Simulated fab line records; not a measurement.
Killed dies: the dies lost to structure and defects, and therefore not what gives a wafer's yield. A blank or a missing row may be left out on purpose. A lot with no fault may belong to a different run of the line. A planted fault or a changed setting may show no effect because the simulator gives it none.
Which of the tools did it? | flow n5 finfet | 24 lots, 72 wafers sampled, at 5 steps of a route of 1938

## WHAT EACH GAUGE READ, for each wafer
N5_BEOL_M14_OVL_MEAS_29. Usual: M14_OVL typically reads 2 nm, with standard deviation 4.7.
lot  | measured     | on         | M14_OVL (nm) | flag
L074 | day 12 07:03 | overlay-02 | 10 6 10      |
L075 | day 12 12:46 | overlay-01 | 7 -3 4       |
L077 | day 13 00:28 | overlay-01 | -1 0 4       |
L076 | day 13 01:43 | overlay-02 | 2 6 1        |
L078 | day 13 07:18 | overlay-02 | 2 3 2        |
L080 | day 13 07:37 | overlay-01 | 10 2 2       |
L081 | day 13 18:45 | overlay-02 | -5 1 -4      |
L079 | day 14 08:38 | overlay-01 | 5 3 -6       |
L082 | day 14 09:24 | overlay-01 | 4 -1 4       |
L083 | day 14 13:26 | overlay-01 | -2 2 -1      |
L084 | day 14 20:40 | overlay-02 | -2 3 6       |
L087 | day 14 23:27 | overlay-01 | 8 8 5        |
L085 | day 15 16:18 | overlay-01 | -1 2 -4      |
L088 | day 15 18:57 | overlay-01 | 3 0 -6       |
L089 | day 15 22:34 | overlay-01 | 0 4 0        |
L086 | day 15 23:55 | overlay-02 | 4 5 -5       |
L091 | day 16 01:29 | overlay-02 | 7 -1 2       |
L092 | day 16 21:09 | overlay-02 | -7 9 -2      |
L090 | day 17 03:04 | overlay-01 | 7 2 8        |
L093 | day 17 06:29 | overlay-01 | 1 3 2        |
L095 | day 17 08:43 | overlay-02 | -8 -3 -3     |
L094 | day 18 02:11 | overlay-01 | 7 7 4        |
L096 | day 18 09:30 | overlay-02 | 0 -2 3       |
L097 | day 18 19:55 | overlay-02 | -1 -2 -6     |

N5_BEOL_M14_INSPECT_30: inspects for defects (macro). Usual: raw defect count 2.1, standard deviation 1.3.
lot  | measured     | on                | raw defect count | flag
L074 | day 12 07:05 | defect inspect-02 | 1 1 4            |
L075 | day 12 12:47 | defect inspect-02 | 5 2 1            |
L077 | day 13 00:29 | defect inspect-02 | 2 1 1            |
L076 | day 13 01:44 | defect inspect-02 | 1 4 1            |
L078 | day 13 07:19 | defect inspect-01 | 1 2 2            |
L080 | day 13 07:38 | defect inspect-01 | 4 1 1            |
L081 | day 13 18:46 | defect inspect-02 | 0 4 2            |
L079 | day 14 08:40 | defect inspect-02 | 3 1 1            |
L082 | day 14 09:25 | defect inspect-01 | 0 3 0            |
L083 | day 14 13:28 | defect inspect-01 | 2 2 4            |
L084 | day 14 20:41 | defect inspect-02 | 1 3 0            |
L087 | day 14 23:28 | defect inspect-02 | 1 3 3            |
L085 | day 15 16:19 | defect inspect-02 | 4 2 3            |
L088 | day 15 18:59 | defect inspect-02 | 1 2 4            |
L089 | day 15 22:36 | defect inspect-02 | 3 1 3            |
L086 | day 15 23:56 | defect inspect-02 | 1 5 0            |
L091 | day 16 01:30 | defect inspect-02 | 2 0 0            |
L092 | day 16 21:10 | defect inspect-01 | 1 2 4            |
L090 | day 17 03:05 | defect inspect-02 | 0 1 3            |
L093 | day 17 06:30 | defect inspect-01 | 3 1 4            |
L095 | day 17 08:44 | defect inspect-02 | 3 3 1            |
L094 | day 18 02:12 | defect inspect-01 | 4 2 4            |
L096 | day 18 09:32 | defect inspect-01 | 4 2 3            |
L097 | day 18 19:56 | defect inspect-01 | 2 2 4            |

N5_BEOL_M15_CD_MEAS_10: the cd target is 360 nm. Usual: cd nm 359.3 nm, standard deviation 1.3.
lot  | measured     | on        | cd nm (nm)        | flag
L074 | day 12 11:29 | cd sem-02 | 358.9 358.2 358.1 |
L075 | day 13 06:54 | cd sem-02 | 360.2 359.5 359.1 |
L077 | day 13 07:20 | cd sem-01 | 361.0 361.2 359.5 |
L076 | day 13 09:17 | cd sem-03 | 361.6 359.2 357.9 |
L078 | day 13 10:38 | cd sem-02 | 360.5 361.3 359.8 |
L080 | day 13 12:59 | cd sem-01 | 358.8 357.5 358.9 |
L081 | day 13 22:22 | cd sem-01 | 358.8 358.6 359.6 |
L079 | day 14 13:53 | cd sem-03 | 360.3 361.2 362.5 |
L082 | day 14 14:02 | cd sem-02 | 357.4 356.2 359.5 |
L083 | day 14 17:07 | cd sem-02 | 359.6 360.1 357.8 |
L084 | day 15 01:35 | cd sem-01 | 360.2 359.7 361.2 |
L087 | day 15 02:34 | cd sem-03 | 358.5 357.9 357.4 |
L085 | day 15 20:34 | cd sem-02 | 357.1 357.8 358.3 |
L088 | day 16 00:06 | cd sem-02 | 359.8 360.1 359.7 |
L089 | day 16 03:42 | cd sem-02 | 359.3 360.1 359.7 |
L086 | day 16 03:57 | cd sem-01 | 357.4 358.7 357.8 |
L091 | day 16 08:07 | cd sem-02 | 360.4 359.4 360.3 |
L092 | day 17 02:41 | cd sem-01 | 360.8 360.1 360.6 |
L090 | day 17 06:38 | cd sem-01 | 356.2 356.6 356.9 |
L093 | day 17 10:26 | cd sem-02 | 359.4 358.5 357.7 |
L095 | day 17 13:30 | cd sem-02 | 358.9 359.3 359.4 |
L094 | day 18 08:48 | cd sem-03 | 360.0 357.5 359.1 |
L096 | day 18 16:25 | cd sem-01 | 359.7 359.5 358.5 |
L097 | day 19 06:47 | cd sem-03 | 360.4 360.3 360.2 |

## TOOL THAT RAN EACH LOT (tool first, then ch and the chambers of the sampled wafers, then the start)
lot  | N5_BEOL_M14_DESCUM_33              | N5_BEOL_M14_STRIP_37
L074 | rie diel-01 ch 0,1, day 12 07:07   | rie diel-02 ch 0,2,3, day 12 08:13
L075 | rie diel-01 ch 0,1,2, day 12 12:50 | rie diel-02 ch 1,2, day 13 04:35
L077 | rie diel-01 ch 0,1,3, day 13 00:31 | rie diel-01 ch 1,2,3, day 13 05:08
L076 | rie diel-03 ch 0,1,3, day 13 01:47 | rie diel-02 ch 0,1,2, day 13 05:10
L078 | rie diel-03 ch 2,3, day 13 07:22   | rie diel-03 ch 1,3, day 13 08:06
L080 | rie diel-01 ch 0,2,3, day 13 07:50 | rie diel-02 ch 0,1,2, day 13 08:45
L081 | rie diel-01 ch 0,1,2, day 13 18:49 | rie diel-02 ch 1,2, day 13 19:51
L079 | rie diel-02 ch 1,3, day 14 08:41   | rie diel-01 ch 1,2,3, day 14 10:43
L082 | rie diel-03 ch 0,1,3, day 14 09:50 | rie diel-01 ch 0,1,2, day 14 10:53
L083 | rie diel-01 ch 1,2,3, day 14 13:30 | rie diel-03 ch 1,3, day 14 14:19
L084 | rie diel-02 ch 0,1,2, day 14 20:43 | rie diel-01 ch 0,3, day 14 22:56
L087 | rie diel-01 ch 0,2,3, day 14 23:38 | rie diel-01 ch 1,3, day 15 00:17
L085 | rie diel-03 ch 1,2,3, day 15 16:22 | rie diel-03 ch 1,3, day 15 17:11
L088 | rie diel-03 ch 1,3, day 15 19:08   | rie diel-02 ch 0,1,3, day 15 21:39
L089 | rie diel-01 ch 0,1,2, day 15 23:43 | rie diel-01 ch 0,3, day 16 01:17
L086 | rie diel-02 ch 0,2, day 16 00:07   | rie diel-02 ch 1,2,3, day 16 01:30
L091 | rie diel-02 ch 1,2,3, day 16 01:40 | rie diel-02 ch 1,2, day 16 05:19
L092 | rie diel-03 ch 1,3, day 16 21:20   | rie diel-02 ch 0,1,3, day 16 23:23
L090 | rie diel-01 ch 0,1,3, day 17 03:07 | rie diel-03 ch 2,3, day 17 03:53
L093 | rie diel-02 ch 0,2, day 17 06:48   | rie diel-01 ch 1,3, day 17 07:28
L095 | rie diel-03 ch 0,1,3, day 17 08:46 | rie diel-02 ch 1,2,3, day 17 10:40
L094 | rie diel-01 ch 1,2,3, day 18 02:14 | rie diel-02 ch 0,1,2, day 18 06:25
L096 | rie diel-02 ch 2,3, day 18 09:34   | rie diel-02 ch 0,1,2, day 18 13:37
L097 | rie diel-03 ch 1,2,3, day 18 20:05 | rie diel-03 ch 0,2, day 19 03:59
- N5_BEOL_M14_DESCUM_33: chemistry O2, time 7.9 s.
- N5_BEOL_M14_STRIP_37: strips in O2.

## WHAT THE TOOLS THEMSELVES READ (means of the sampled wafers that have a number; where no wafer has one, the mark that the record gives instead)
N5_BEOL_M14_DESCUM_33. Usual: bias power w 20.00 W, standard deviation 0.06; drypump motor current A 5.8 A, standard deviation 0.46; oes product au 0.84 a.u., standard deviation 0.052; rf vpp V 244.0 V, standard deviation 1.3; showerhead plenum p Torr 2.14 Torr, standard deviation 0.054; throttle valve pct 20.29 %, standard deviation 0.14.
lot  | tool        | bias power w (W) | drypump motor current A (A) | oes product au (a.u.) | rf vpp V (V) | showerhead plenum p Torr (Torr) | throttle valve pct (%) | flag
L074 | rie diel-01 | 19.97            | 5.7                         | 0.86                  | 244.7        | 2.19                            | 20.08                  |
L075 | rie diel-01 | 20.01            | 5.5                         | 0.87                  | 243.7        | 2.16                            | 20.18                  |
L077 | rie diel-01 | 19.99            | 5.8                         | 0.80                  | 243.2        | 2.14                            | 20.24                  |
L076 | rie diel-03 | 19.98            | 5.6                         | 0.89                  | 244.7        | 2.15                            | 20.21                  |
L078 | rie diel-03 | 19.98            | 6.2                         | 0.85                  | 243.9        | 2.18                            | 20.31                  |
L080 | rie diel-01 | 19.98            | 5.5                         | 0.83                  | 244.2        | 2.12                            | 20.34                  |
L081 | rie diel-01 | 20.04            | 5.5                         | 0.84                  | 243.7        | 2.16                            | 20.22                  |
L079 | rie diel-02 | 20.04            | 6.4                         | 0.92                  | 243.6        | 2.05                            | 20.27                  |
L082 | rie diel-03 | 20.05            | 5.6                         | 0.88                  | 243.6        | 2.15                            | 20.24                  |
L083 | rie diel-01 | 20.02            | 5.7                         | 0.80                  | 243.8        | 2.14                            | 20.30                  |
L084 | rie diel-02 | 20.01            | 5.9                         | 0.84                  | 243.7        | 2.12                            | 20.37                  |
L087 | rie diel-01 | 20.03            | 5.6                         | 0.81                  | 243.0        | 2.11                            | 20.35                  |
L085 | rie diel-03 | 20.01            | 6.0                         | 0.84                  | 244.7        | 2.17                            | 20.27                  |
L088 | rie diel-03 | 20.01            | 5.7                         | 0.85                  | 244.5        | 2.17                            | 20.21                  |
L089 | rie diel-01 | 19.99            | 5.5                         | 0.83                  | 244.2        | 2.15                            | 20.23                  |
L086 | rie diel-02 | 19.93            | 5.9                         | 0.81                  | 244.1        | 2.17                            | 20.43                  |
L091 | rie diel-02 | 19.95            | 6.4                         | 0.87                  | 244.1        | 2.10                            | 20.35                  |
L092 | rie diel-03 | 20.01            | 5.7                         | 0.83                  | 243.9        | 2.17                            | 20.22                  |
L090 | rie diel-01 | 20.03            | 5.8                         | 0.77                  | 244.4        | 2.13                            | 20.29                  |
L093 | rie diel-02 | 20.07            | 5.6                         | 0.81                  | 244.4        | 2.14                            | 20.54                  |
L095 | rie diel-03 | 19.95            | 5.6                         | 0.84                  | 244.2        | 2.15                            | 20.27                  |
L094 | rie diel-01 | 20.05            | 5.7                         | 0.77                  | 243.5        | 2.13                            | 20.33                  |
L096 | rie diel-02 | 19.96            | 6.4                         | 0.80                  | 243.6        | 2.14                            | 20.42                  |
L097 | rie diel-03 | 20.01            | 6.0                         | 0.80                  | 245.0        | 2.16                            | 20.31                  |

N5_BEOL_M14_STRIP_37. Usual: drypump motor current A 5.9 A, standard deviation 0.48; oes product au 0.83 a.u., standard deviation 0.055; rf vpp V 3.6 V, standard deviation 1; showerhead plenum p Torr 2.13 Torr, standard deviation 0.057; throttle valve pct 16.57 %, standard deviation 0.15.
lot  | tool        | drypump motor current A (A) | oes product au (a.u.) | rf vpp V (V) | showerhead plenum p Torr (Torr) | throttle valve pct (%) | flag
L074 | rie diel-02 | 6.1                         | 0.81                  | 2.9          | 2.14                            | 16.79                  |
L075 | rie diel-02 | 6.2                         | 0.88                  | 4.8          | 2.10                            | 16.47                  |
L077 | rie diel-01 | 5.7                         | 0.82                  | 3.9          | 2.15                            | 16.51                  |
L076 | rie diel-02 | 5.9                         | 0.86                  | 3.9          | 2.13                            | 16.56                  |
L078 | rie diel-03 | 5.6                         | 0.90                  | 3.5          | 2.16                            | 16.41                  |
L080 | rie diel-02 | 6.0                         | 0.86                  | 3.8          | 2.13                            | 16.56                  |
L081 | rie diel-02 | 6.2                         | 0.83                  | 3.7          | 2.15                            | 16.52                  |
L079 | rie diel-01 | 5.7                         | 0.80                  | 3.9          | 2.15                            | 16.53                  |
L082 | rie diel-01 | 5.5                         | 0.84                  | 3.9          | 2.16                            | 16.43                  |
L083 | rie diel-03 | 5.6                         | 0.89                  | 3.7          | 2.16                            | 16.43                  |
L084 | rie diel-01 | 5.7                         | 0.81                  | 2.9          | 2.12                            | 16.57                  |
L087 | rie diel-01 | 5.9                         | 0.77                  | 3.7          | 2.17                            | 16.47                  |
L085 | rie diel-03 | 5.7                         | 0.84                  | 3.1          | 2.18                            | 16.45                  |
L088 | rie diel-02 | 6.1                         | 0.87                  | 4.0          | 2.07                            | 16.61                  |
L089 | rie diel-01 | 5.8                         | 0.75                  | 3.8          | 2.10                            | 16.67                  |
L086 | rie diel-02 | 6.4                         | 0.86                  | 3.7          | 2.10                            | 16.55                  |
L091 | rie diel-02 | 6.3                         | 0.83                  | 3.5          | 2.09                            | 16.51                  |
L092 | rie diel-02 | 6.1                         | 0.86                  | 3.0          | 2.07                            | 16.63                  |
L090 | rie diel-03 | 5.9                         | 0.82                  | 3.0          | 2.14                            | 16.54                  |
L093 | rie diel-01 | 6.0                         | 0.73                  | 3.8          | 2.12                            | 16.63                  |
L095 | rie diel-02 | 6.4                         | 0.85                  | 2.9          | 2.09                            | 16.59                  |
L094 | rie diel-02 | 5.9                         | 0.81                  | 3.5          | 2.12                            | 16.66                  |
L096 | rie diel-02 | 5.9                         | 0.81                  | 3.7          | 2.12                            | 16.66                  |
L097 | rie diel-03 | 6.3                         | 0.79                  | 4.2          | 2.16                            | 16.65                  |

## THE ANSWER, worked out from the rows above alone
Rule: lot off if the mean of its wafers having a number is beyond 3 standard deviations from the usual mean. Also off: a lot with no number at a reading for which 4 or more lots have one. Any other lot the step has rows for is counted as sound. First the gauges in route order, then the tools' own readings, where a lot's mean is used as printed above. At the first step where some lot is off, the reading lying furthest off is the one used; lots without a number count as furthest.
No lot is off at any reading shown: from this, nothing can be told.

## WHAT WAS PUT IN BY THE SIMULATOR
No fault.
